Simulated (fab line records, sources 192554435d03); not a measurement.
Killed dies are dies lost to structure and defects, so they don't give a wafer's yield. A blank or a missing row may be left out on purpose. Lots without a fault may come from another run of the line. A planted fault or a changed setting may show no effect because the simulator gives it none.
Chamber matching | flow n5_finfet | N5_BEOL_M12_ILD_DEP_00 on pecvd-01: 3 sister chambers
The step deposits SiOC from DEMS/O2, target thk 658.92 nm, time 130.7 s. 6 wafers are shown with their chamber, then 9 later ones without.

WAFERS WITH THEIR CHAMBER
wafer  | chamber | throttle_valve_pct (%) | heater_power_w (W)
L085.1 | 1       | 10.9                   | 609
L089.3 | 1       | 10.9                   | 494
L089.5 | 2       | 11.8                   | 474
L076.3 | 0       | 12.0                   | 480
L076.4 | 2       | 11.7                   | 473
L076.6 | 0       | 12.0                   | 512

WAFERS WITHOUT THEIR CHAMBER
wafer  | throttle_valve_pct (%) | heater_power_w (W)
L090.2 | 11.9                   | 500
L090.4 | 11.9                   | 465
L090.6 | 10.8                   | 584
L088.2 | 12.0                   | 512
L088.3 | 10.8                   | 519
L088.6 | 11.8                   | 525
L097.1 | 12.0                   | 433
L097.5 | 10.6                   | 601
L097.6 | 11.9                   | 518

WHICH CHAMBER EACH WENT THROUGH
wafer  | from the rows above     | in truth
L090.2 | can't be placed: 0 or 2 | 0
L090.4 | can't be placed: 0 or 2 | 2
L090.6 | 1                       | 1
L088.2 | 0                       | 0
L088.3 | 1                       | 1
L088.6 | 2                       | 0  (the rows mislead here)
L097.1 | 0                       | 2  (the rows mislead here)
L097.5 | 1                       | 1
L097.6 | can't be placed: 0 or 2 | 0
Placed correctly: 4 of 9. Can't be placed from these rows: 3 (the true chamber is among the candidates in 3). Placed wrongly: 2.
How it was worked out, from the rows above alone: a wafer's distance from a chamber is the root of the sum, over the readings, of the square of ((its reading less the chamber's mean) divided by the reading's scatter). The wafer belongs to the nearest chamber; if the next one is less than 2 further off, it can't be placed. A chamber's mean is the mean of its shown wafers. The scatter: the root of (the sum of the squares of (reading less its chamber's mean) over the shown wafers, divided by (wafers less chambers)).
